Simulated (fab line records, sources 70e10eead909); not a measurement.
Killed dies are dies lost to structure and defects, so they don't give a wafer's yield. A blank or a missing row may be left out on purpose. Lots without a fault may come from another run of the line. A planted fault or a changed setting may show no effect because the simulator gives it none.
fab line records | flow nand_harc | part 1 of 2: steps 1 to 24 of 35
record lots=5 wafers=15 last_day=25
route steps=1159 shown A_M1@1027 A_BONDPAD@1059
lots that met no fault: from a run of the same line without faults
start_h: hours from the record's first day to the start of the lot's first wafer shown | wait_h: hours since the lot's step before | " the same as in the row above | L1.1+2: a row that stands for several wafers | - no value, or no start given | * or withheld: withheld | < > ~ a bound
route shown NAME@n: a module of which the file shows steps, and the number in the route of the first | usual: mean/standard deviation of fault-free wafers | same: alike in all rows | chamber/n: place in a boat | sites: the reading at each site | _std_site: their standard deviation | _edge_site: outer sites' mean less inner sites' | radius_mm: how far each site lies from the wafer's centre | mask NAME#n: copy n | behind: the tool/chamber that last shaped the wafer | hold: why the lot was held/for how many hours/how that ended | device: the transistor (n, p or np) that didn't switch | end of line: the same wafers' tests at the end of the route | a step without rows: its recipe alone | killed: dies lost to structure and defects at the first sort, not the wafer's yield | map: a wafer's dies, x killed, . not, _ none there
set.NAME: the setting as run; set.NAME@STEP: as run at that earlier step | model.NAME: the simulator's own value behind a step, which no gauge read
lots at some steps of the route; a table a step, a row a wafer
services: from which hour (start_h, from the record's first day; less than 0 if before it) a tool's chamber was out of use, for how many hours, and why
## steps
# step NHARC_A_M1_DEHYDRATE_01
# recipe temp_c=150 time_s=120
# usual plate_temp_C=150.01/0.14
# columns lot.wafer tool chamber start_h wait_h plate_temp_C
L078.1 litho_track-06 0 409.82 - 149.92
L078.2 " 0 " " 150.12
L078.6 " 0 " " 149.97
L082.1 litho_track-04 0 445.57 - 150.02
L082.4 " 0 " " 150.07
L082.5 " 0 " " 150.00
L091.1 litho_track-04 0 514.42 - 150.10
L091.3 " 0 " " 150.31
L091.5 " 0 " " 150.34
L097.1 litho_track-04 0 533.27 - 150.20
L097.2 " 0 " " 150.07
L097.5 " 0 " " 150.20
L096.1 litho_track-04 0 545.27 - 149.92
L096.2 " 0 " " 150.18
L096.6 " 0 " " 150.15
# step NHARC_A_M1_HMDS_02
# recipe time_s=30
# columns lot.wafer tool chamber start_h wait_h
L078.1+2+6 litho_track-06 0 - -
L082.1+4+5 litho_track-04 0 - -
L091.1+3+5 litho_track-04 0 - -
L097.1+2+5 litho_track-04 0 - -
L096.1+2+6 litho_track-04 0 - -
# step NHARC_A_M1_COAT_34
# recipe temp_c=200 time_s=65
# usual plate_temp_C=200.00/0.16
# columns lot.wafer tool chamber start_h wait_h plate_temp_C
L078.1 litho_track-06 0 - - 200.10
L078.2 " 0 " " 200.11
L078.6 " 0 " " 200.08
L082.1 litho_track-04 0 - - 199.82
L082.4 " 0 " " 200.03
L082.5 " 0 " " 199.80
L091.1 litho_track-04 0 - - 200.21
L091.3 " 0 " " 200.14
L091.5 " 0 " " 200.20
L097.1 litho_track-04 0 - - 199.73
L097.2 " 0 " " 199.86
L097.5 " 0 " " 199.99
L096.1 litho_track-04 0 - - 199.86
L096.2 " 0 " " 199.87
L096.6 " 0 " " 199.92
# step NHARC_A_M1_COAT_03
# recipe spin_rpm=1500 resist_thk_nm=90
# columns lot.wafer tool chamber start_h wait_h
L078.1+2+6 litho_track-06 0 - -
L082.1+4+5 litho_track-04 0 - -
L091.1+3+5 litho_track-04 0 - -
L097.1+2+5 litho_track-04 0 - -
L096.1+2+6 litho_track-04 0 - -
# step NHARC_A_M1_SOFTBAKE_04
# recipe temp_c=105 time_s=55
# usual plate_temp_C=104.98/0.15
# columns lot.wafer tool chamber start_h wait_h plate_temp_C
L078.1 litho_track-06 0 - - 105.12
L078.2 " 0 " " 105.00
L078.6 " 0 " " 105.02
L082.1 litho_track-04 0 - - 105.05
L082.4 " 0 " " 104.78
L082.5 " 0 " " 105.09
L091.1 litho_track-04 0 - - 105.00
L091.3 " 0 " " 105.04
L091.5 " 0 " " 105.11
L097.1 litho_track-04 0 - - 105.12
L097.2 " 0 " " 105.06
L097.5 " 0 " " 105.12
L096.1 litho_track-04 0 - - 105.04
L096.2 " 0 " " 104.95
L096.6 " 0 " " 105.04
# step NHARC_A_M1_EBR_05
# columns lot.wafer tool chamber start_h wait_h
L078.1+2+6 litho_track-06 0 - -
L082.1+4+5 litho_track-04 0 - -
L091.1+3+5 litho_track-04 0 - -
L097.1+2+5 litho_track-04 0 - -
L096.1+2+6 litho_track-04 0 - -
# step NHARC_A_M1_EXPOSE_06
# recipe na=1.35 target_cd_nm=120 dose_mj=75.13 mask_id=A_M1
# columns lot.wafer tool chamber start_h wait_h mask
L078.1+2+6 arfi_scanner-03 0 410.10 - A_M1#0
L082.1+4+5 arfi_scanner-01 0 445.86 - A_M1#0
L091.1+3+5 arfi_scanner-01 0 514.71 - A_M1#0
L097.1+2+5 arfi_scanner-01 0 533.44 - A_M1#0
L096.1+2+6 arfi_scanner-01 0 545.44 - A_M1#0
# step NHARC_A_M1_PEB_07
# recipe peb_temp_c=100 peb_time_s=65
# usual plate_temp_C=99.98/0.13
# columns lot.wafer tool chamber start_h wait_h plate_temp_C
L078.1 litho_track-04 0 410.17 0.1 100.17
L078.2 " 0 " " 99.93
L078.6 " 0 " " 100.17
L082.1 litho_track-06 0 445.92 0.1 100.08
L082.4 " 0 " " 99.94
L082.5 " 0 " " 99.94
L091.1 litho_track-06 0 514.77 0.1 100.24
L091.3 " 0 " " 99.92
L091.5 " 0 " " 99.87
L097.1 litho_track-06 0 533.50 0.1 99.87
L097.2 " 0 " " 100.14
L097.5 " 0 " " 99.91
L096.1 litho_track-01 0 545.50 0.1 100.04
L096.2 " 0 " " 99.93
L096.6 " 0 " " 99.78
# step NHARC_A_M1_DEVELOP_08
# recipe develop_time_s=35 dev_temp_c=23
# usual developer_temp_C=22.98/0.1
# columns lot.wafer tool chamber start_h wait_h developer_temp_C
L078.1 litho_track-04 0 - - 22.95
L078.2 " 0 " " 22.95
L078.6 " 0 " " 22.77
L082.1 litho_track-06 0 - - 22.87
L082.4 " 0 " " 22.91
L082.5 " 0 " " 23.06
L091.1 litho_track-06 0 - - 22.85
L091.3 " 0 " " 22.90
L091.5 " 0 " " 22.85
L097.1 litho_track-06 0 - - 23.01
L097.2 " 0 " " 22.96
L097.5 " 0 " " 23.01
L096.1 litho_track-01 0 - - 22.95
L096.2 " 0 " " 22.88
L096.6 " 0 " " 22.89
# step NHARC_A_M1_CD_MEAS_09
# recipe target_cd_nm=120 landing_energy_ev=500
# usual cd_nm=120.0/0.58
# columns lot.wafer tool chamber start_h wait_h cd_nm
L078.1 cd_sem-01 0 410.24 - 119.4
L078.2 " 0 " " 119.4
L078.6 " 0 " " 119.5
L082.1 cd_sem-01 0 446.00 - 119.6
L082.4 " 0 " " 119.6
L082.5 " 0 " " 119.4
L091.1 cd_sem-02 0 514.85 - 119.0
L091.3 " 0 " " 120.2
L091.5 " 0 " " 119.7
L097.1 cd_sem-02 0 533.58 - 119.5
L097.2 " 0 " " 119.4
L097.5 " 0 " " 119.1
L096.1 cd_sem-02 0 545.57 - 120.4
L096.2 " 0 " " 120.1
L096.6 " 0 " " 119.9
# step NHARC_A_M1_OVL_MEAS_10
# recipe pitch_nm=240
# usual overlay_x_nm=0.1/0.96 overlay_y_nm=-0.3/0.85
# columns lot.wafer tool chamber start_h wait_h overlay_x_nm overlay_y_nm
L078.1 overlay-01 - 410.33 - -0.4 -0.8
L078.2 " - " " -0.3 -1.6
L078.6 " - " " -0.1 -0.3
L082.1 overlay-01 - 446.08 - -0.7 0.3
L082.4 " - " " -0.4 0.2
L082.5 " - " " -0.6 0.2
L091.1 overlay-02 - 514.94 - -0.8 -1.0
L091.3 " - " " -0.4 -0.7
L091.5 " - " " -0.3 -0.3
L097.1 overlay-02 - 533.68 - -1.4 -0.5
L097.2 " - " " -1.8 -0.5
L097.5 " - " " -1.3 -0.8
L096.1 overlay-02 - 545.66 - -0.6 -0.9
L096.2 " - " " -0.5 -1.5
L096.6 " - " " -0.3 -1.4
# step NHARC_A_M1_INSPECT_11
# usual raw_defect_count=30/14
# columns lot.wafer tool chamber start_h wait_h raw_defect_count
L078.1 defect_inspect-02 - 410.37 0.0 12
L078.2 " - " " 11
L078.6 " - " " 13
L082.1 defect_inspect-01 - 446.12 0.0 44
L082.4 " - " " 47
L082.5 " - " " 40
L091.1 defect_inspect-01 - 514.97 0.0 53
L091.3 " - " " 43
L091.5 " - " " 57
L097.1 defect_inspect-02 - 533.71 0.0 34
L097.2 " - " " 35
L097.5 " - " " 34
L096.1 defect_inspect-02 - 545.70 0.0 50
L096.2 " - " " 45
L096.6 " - " " 43
# step NHARC_A_M1_DESCUM_14
# recipe time_s=3 o2_flow_sccm=200 ar_flow_sccm=0 bias_power_w=0 chemistry=O2
# usual drypump_motor_current_A=6.01/0.3 o2_flow_sccm=200.1/0.58 oes_product_au=0.999/0.0072 rf_vpp_V=58.0/0.85 showerhead_plenum_p_Torr=1.94/0.064 throttle_valve_pct=11.313/0.009
# columns lot.wafer tool chamber start_h wait_h drypump_motor_current_A o2_flow_sccm oes_product_au rf_hours_counter_h rf_vpp_V showerhead_plenum_p_Torr throttle_valve_pct
L078.1 rie_diel-03 0 410.44 0.1 5.69 199.6 0.985 1 57.8 1.90 11.322
L078.2 " 1 " " 6.14 200.0 1.002 1 56.9 1.95 11.302
L078.6 " 0 " " 5.68 200.1 0.993 - 57.4 1.90 11.308
L082.4 rie_diel-11 0 446.18 0.1 6.10 199.9 1.001 5 58.7 1.89 11.312
L082.1 " 2 " " 5.89 201.2 1.003 5 57.8 2.01 11.312
L082.5 " 0 " " 6.06 199.5 1.009 - 59.1 1.89 11.343
L091.1 rie_diel-03 3 515.03 0.1 6.05 200.2 0.991 8 58.8 2.05 11.307
L091.3 " 2 " " 6.01 199.4 0.992 6 59.4 1.95 11.324
L091.5 " 3 " " 6.05 200.7 1.005 - 58.6 2.05 11.311
L097.1 rie_diel-11 2 533.77 0.1 5.93 199.8 0.993 14 59.1 2.01 11.305
L097.2 " 1 " " 6.21 199.4 0.992 14 58.1 1.83 11.312
L097.5 " 3 " " 6.07 200.6 0.989 - 58.8 1.97 11.306
L096.1 rie_diel-02 0 545.76 0.1 5.74 200.7 0.988 1 57.1 1.89 11.316
L096.2 " 1 " " 6.16 200.4 1.003 1 59.5 1.98 11.309
L096.6 " 1 " " 6.13 199.7 0.987 - 57.3 1.98 11.316
# step NHARC_A_M1_ETCH_35
# recipe target_depth_a=400 overetch_a=120 time_s=43.94 ion_energy_ev=200 n2_flow_sccm=150 h2_flow_sccm=150 ar_flow_sccm=0 rf_w=400 bias_w=150 chemistry=N2/H2
# usual drypump_motor_current_A=6.01/0.3 oes_product_au=1.001/0.0064 rf_fwd_power_W=395.5/1.4 rf_vpp_V=431.4/2.1 showerhead_plenum_p_Torr=2.07/0.07 throttle_valve_pct=14.172/0.009
# columns lot.wafer tool chamber start_h wait_h drypump_motor_current_A oes_product_au rf_fwd_power_W rf_hours_counter_h rf_vpp_V showerhead_plenum_p_Torr throttle_valve_pct
L078.2 rie_diel-03 3 410.52 0.1 6.05 1.001 395.4 1 435.5 2.19 14.173
L078.1 " 2 " " 6.03 1.002 394.7 1 431.6 2.09 14.166
L078.6 " 0 " " 5.69 1.006 397.1 - 431.0 2.03 14.177
L082.1 rie_diel-11 2 446.27 0.1 5.82 0.997 393.7 5 433.5 2.15 14.175
L082.4 " 0 " " 6.08 1.006 395.9 5 430.7 2.01 14.169
L082.5 " 1 " " 6.26 1.001 397.1 - 428.4 1.95 14.182
L091.3 rie_diel-03 2 515.13 0.1 6.05 0.996 395.7 6 430.6 2.08 14.178
L091.1 " 3 " " 6.03 1.000 396.3 8 434.0 2.19 14.174
L091.5 " 1 " " 6.15 1.008 394.6 - 431.7 2.08 14.174
L097.1 rie_diel-11 2 533.86 0.1 5.90 0.993 395.2 14 434.5 2.15 14.175
L097.2 " 1 " " 6.24 0.990 398.3 14 426.5 1.95 14.173
L097.5 " 2 " " 5.88 0.996 395.2 - 435.0 2.15 14.162
L096.2 rie_diel-02 1 545.85 0.1 6.15 1.003 393.5 1 434.4 2.11 14.166
L096.1 " 2 " " 5.53 1.002 395.6 1 434.4 2.11 14.165
L096.6 " 1 " " 6.12 1.002 394.7 - 432.1 2.11 14.162
# step NHARC_A_M1_ETCH_15
# recipe target_depth_a=1825 time_s=91.2 c4f8_flow_sccm=withheld ar_flow_sccm=400 rf_w=600 bias_w=300 chemistry=C4F8/Ar
# usual oes_product_au=0.959/0.018 rf_fwd_power_W=596.4/2 rf_vpp_V=441.6/2.1
# columns lot.wafer tool chamber start_h wait_h oes_product_au rf_fwd_power_W rf_hours_counter_h rf_vpp_V
L078.2 rie_diel-03 1 - - 0.982 599.6 1 442.7
L078.1 " 2 " " 0.974 596.0 1 441.0
L078.6 " 0 " " 0.967 598.3 - 439.9
L082.1 rie_diel-11 2 - - 0.973 594.4 5 443.2
L082.4 " 0 " " 0.962 593.7 5 439.5
L082.5 " 3 " " 0.976 597.3 - 442.1
L091.3 rie_diel-03 1 - - 0.931 599.2 7 441.8
L091.1 " 3 " " 0.918 598.5 8 444.4
L091.5 " 1 " " 0.928 597.2 - 440.7
L097.2 rie_diel-11 3 - - 0.946 590.8 14 442.3
L097.1 " 0 " " 0.976 595.6 13 439.9
L097.5 " 3 " " 0.956 594.1 - 442.3
L096.1 rie_diel-02 2 - - 0.950 593.9 1 442.7
L096.2 " 0 " " 0.934 593.8 1 440.1
L096.6 " 1 " " 0.944 592.6 - 440.8
# step NHARC_A_M1_CD_MEAS_16
# usual cd_nm=119.8/0.72
# columns lot.wafer tool chamber start_h wait_h cd_nm
L078.1 cd_sem-03 - 410.73 - 120.5
L078.2 " - " " 119.4
L078.6 " - " " 120.7
L082.1 cd_sem-02 - 446.49 - 118.9
L082.4 " - " " 118.9
L082.5 " - " " 118.4
L091.1 cd_sem-03 - 515.34 - 118.5
L091.3 " - " " 120.1
L091.5 " - " " 119.9
L097.1 cd_sem-02 - 534.08 - 118.8
L097.2 " - " " 118.7
L097.5 " - " " 118.9
L096.1 cd_sem-02 - 546.06 - 120.1
L096.2 " - " " 119.8
L096.6 " - " " 119.6
# step NHARC_A_M1_STRIP_18
# recipe power_w=1000 n2_flow_sccm=150 h2_flow_sccm=150 ar_flow_sccm=0 bias_w=0 chemistry=N2/H2
# usual drypump_motor_current_A=6.03/0.23 oes_product_au=1.001/0.0071 rf_fwd_power_W=998/3.4 rf_vpp_V=90.7/0.93 showerhead_plenum_p_Torr=2.06/0.073 throttle_valve_pct=14.172/0.0088
# columns lot.wafer tool chamber start_h wait_h drypump_motor_current_A oes_product_au rf_fwd_power_W rf_hours_counter_h rf_vpp_V showerhead_plenum_p_Torr throttle_valve_pct
L078.1 rie_diel-02 0 410.81 0.1 5.72 0.992 991 2 91.8 2.02 14.178
L078.2 " 1 " " 6.13 1.017 995 2 89.8 2.11 14.163
L078.6 " 0 " " 5.75 1.005 999 - 90.2 2.02 14.169
L082.1 rie_diel-11 1 446.57 0.1 6.25 1.017 998 5 91.3 1.95 14.176
L082.4 " 3 " " 6.04 0.996 996 5 91.6 2.11 14.161
L082.5 " 2 " " 5.88 0.991 993 - 90.6 2.15 14.174
L091.3 rie_diel-11 1 515.41 0.1 6.24 0.999 999 12 88.8 1.95 14.170
L091.1 " 3 " " 6.04 0.991 1001 11 92.5 2.11 14.183
L091.5 " 1 " " 6.27 0.987 1001 - 87.9 1.95 14.165
L097.2 rie_diel-03 3 534.21 0.1 6.07 0.996 1000 10 89.6 2.19 14.169
L097.1 " 0 " " 5.69 0.995 994 10 91.1 2.02 14.167
L097.5 " 2 " " 6.00 0.998 994 - 89.5 2.08 14.170
L096.1 rie_diel-03 0 546.16 0.1 5.71 1.000 997 10 92.5 2.02 14.174
L096.2 " 1 " " 6.16 0.993 1004 9 91.6 2.08 14.159
L096.6 " 3 " " 6.04 0.985 999 - 91.2 2.19 14.176
# step NHARC_A_M1_ETCH_28
# recipe target_depth_a=300 over_etch_frac=0.3 time_s=72.99 ion_energy_ev=150 cf4_flow_sccm=50 n2_flow_sccm=100 ar_flow_sccm=150 rf_w=300 bias_w=100 chemistry=CF4/N2
# usual drypump_motor_current_A=6.03/0.24 oes_product_au=1.000/0.0063 rf_fwd_power_W=297.8/0.96 rf_vpp_V=314.7/1.8 showerhead_plenum_p_Torr=2.66/0.087 throttle_valve_pct=19.793/0.0096
# columns lot.wafer tool chamber start_h wait_h drypump_motor_current_A oes_product_au rf_fwd_power_W rf_hours_counter_h rf_vpp_V showerhead_plenum_p_Torr throttle_valve_pct
L078.2 rie_diel-02 2 - - 5.51 1.007 297.6 2 316.0 2.71 19.801
L078.1 " 0 " " 5.72 1.001 297.1 2 312.6 2.60 19.789
L078.6 " 2 " " 5.52 0.996 297.3 - 317.1 2.71 19.785
L082.1 rie_diel-11 3 - - 6.04 0.995 296.9 5 315.5 2.71 19.787
L082.4 " 0 " " 6.07 1.003 298.5 5 313.7 2.59 19.797
L082.5 " 1 " " 6.23 0.999 300.2 - 311.2 2.52 19.797
L091.3 rie_diel-11 0 - - 6.09 0.998 297.6 10 313.9 2.59 19.784
L091.1 " 3 " " 6.07 0.997 296.8 11 314.6 2.70 19.810
L091.5 " 1 " " 6.24 0.992 298.5 - 312.5 2.52 19.803
L097.1 rie_diel-03 1 - - 6.14 1.010 297.4 9 313.2 2.67 19.797
L097.2 " 2 " " 6.02 1.003 298.1 8 313.8 2.68 19.799
L097.5 " 1 " " 6.16 1.001 298.4 - 314.7 2.67 19.793
L096.1 rie_diel-03 3 - - 6.04 0.999 297.0 10 318.3 2.80 19.775
L096.2 " 0 " " 5.68 0.988 298.1 10 315.0 2.61 19.797
L096.6 " 0 " " 5.70 1.000 298.7 - 313.9 2.61 19.803
# step NHARC_A_M1_STRIP_19
# recipe time_s=600 temp_c=30 chemistry=post_etch_residue_remover
# columns lot.wafer tool chamber start_h wait_h
L078.2+6+1 wet_bench-10 7,0,3 411.19 -
L082.5+1+4 wet_bench-08 0,2,3 446.94 -
L091.5+1+3 wet_bench-08 2,3,7 515.78 -
L097.5+1+2 wet_bench-10 2,3,6 534.53 -
L096.1+6+2 wet_bench-10 6,7,1 546.51 -
# step NHARC_A_M1_DEGAS_29
# recipe temp_c=250 time_s=60
# usual heater_power_w=336/31
# columns lot.wafer tool chamber start_h wait_h heater_power_w
L078.2 pvd_sputter-01 - 411.46 - 348
L078.1 " - " " 386
L078.6 " - " " 359
L082.4 pvd_sputter-01 - 447.25 - 300
L082.1 " - " " 306
L082.5 " - " " 306
L091.1 pvd_sputter-02 - 516.06 - 301
L091.3 " - " " 388
L091.5 " - " " 328
L097.1 pvd_sputter-02 - 534.81 - 381
L097.2 " - " " 324
L097.5 " - " " 309
L096.2 pvd_sputter-02 - 546.78 - 305
L096.1 " - " " 355
L096.6 " - " " 386
# step NHARC_A_M1_PRE_CLEAN_30
# recipe time_s=30 temp_c=280 gas=H2/He
# usual heater_power_w=411/38
# columns lot.wafer tool chamber start_h wait_h heater_power_w
L078.1 pvd_sputter-01 - - - 393
L078.2 " - " " 436
L078.6 " - " " 357
L082.1 pvd_sputter-01 - - - 381
L082.4 " - " " 361
L082.5 " - " " 453
L091.3 pvd_sputter-02 - - - 472
L091.1 " - " " 387
L091.5 " - " " 370
L097.2 pvd_sputter-02 - - - 381
L097.1 " - " " 377
L097.5 " - " " 423
L096.1 pvd_sputter-02 - - - 367
L096.2 " - " " 395
L096.6 " - " " 369
# step NHARC_A_M1_PVD_20
# recipe target_thk_a=50 bias_v=168.6 power_w=15000 chamber_pressure_pa=0.12 time_s=8.06 substrate_temp_c=50 material=TaN
# usual throttle_valve_pct=30.1/1.2
# columns lot.wafer tool chamber start_h wait_h throttle_valve_pct
L078.2 pvd_sputter-01 - - - 30.0
L078.1 " - " " 32.5
L078.6 " - " " 30.2
L082.1 pvd_sputter-01 - - - 32.3
L082.4 " - " " 30.1
L082.5 " - " " 30.1
L091.1 pvd_sputter-02 - - - 31.1
L091.3 " - " " 28.8
L091.5 " - " " 31.0
L097.2 pvd_sputter-02 - - - 30.3
L097.1 " - " " 31.3
L097.5 " - " " 30.2
L096.2 pvd_sputter-02 - - - 28.9
L096.1 " - " " 31.3
L096.6 " - " " 29.1
# step NHARC_A_M1_PVD_21
# recipe target_thk_a=300 chamber_pressure_pa=5 power_w=5000 substrate_temp_c=30 time_s=20.49 material=Cu
# usual throttle_valve_pct=30.1/1.1
# columns lot.wafer tool chamber start_h wait_h throttle_valve_pct
L078.2 pvd_sputter-01 - - - 30.0
L078.1 " - " " 28.7
L078.6 " - " " 30.0
L082.1 pvd_sputter-01 - - - 29.9
L082.4 " - " " 28.9
L082.5 " - " " 32.0
L091.3 pvd_sputter-02 - - - 31.2
L091.1 " - " " 30.1
L091.5 " - " " 28.6
L097.1 pvd_sputter-02 - - - 30.3
L097.2 " - " " 29.0
L097.5 " - " " 30.9
L096.1 pvd_sputter-02 - - - 29.1
L096.2 " - " " 30.9
L096.6 " - " " 30.1
# step NHARC_A_M1_ECD_22
# recipe target_thk_a=4000 bath_temp_c=25 material=Cu
# usual bath_temp_c=25.00/0.12
# columns lot.wafer tool chamber start_h wait_h bath_temp_c
L078.2 ecd_cu-02 1 411.86 - 24.89
L078.1 " 0 " " 25.06
L078.6 " 1 " " 25.06
L082.1 ecd_cu-01 1 447.61 - 24.94
L082.4 " 0 " " 24.83
L082.5 " 0 " " 24.93
L091.1 ecd_cu-01 1 516.50 - 24.94
L091.3 " 0 " " 25.05
L091.5 " 0 " " 24.90
L097.1 ecd_cu-01 1 535.36 - 25.12
L097.2 " 0 " " 25.04
L097.5 " 0 " " 25.02
L096.1 ecd_cu-01 0 547.16 - 24.86
L096.2 " 1 " " 25.02
L096.6 " 1 " " 24.91
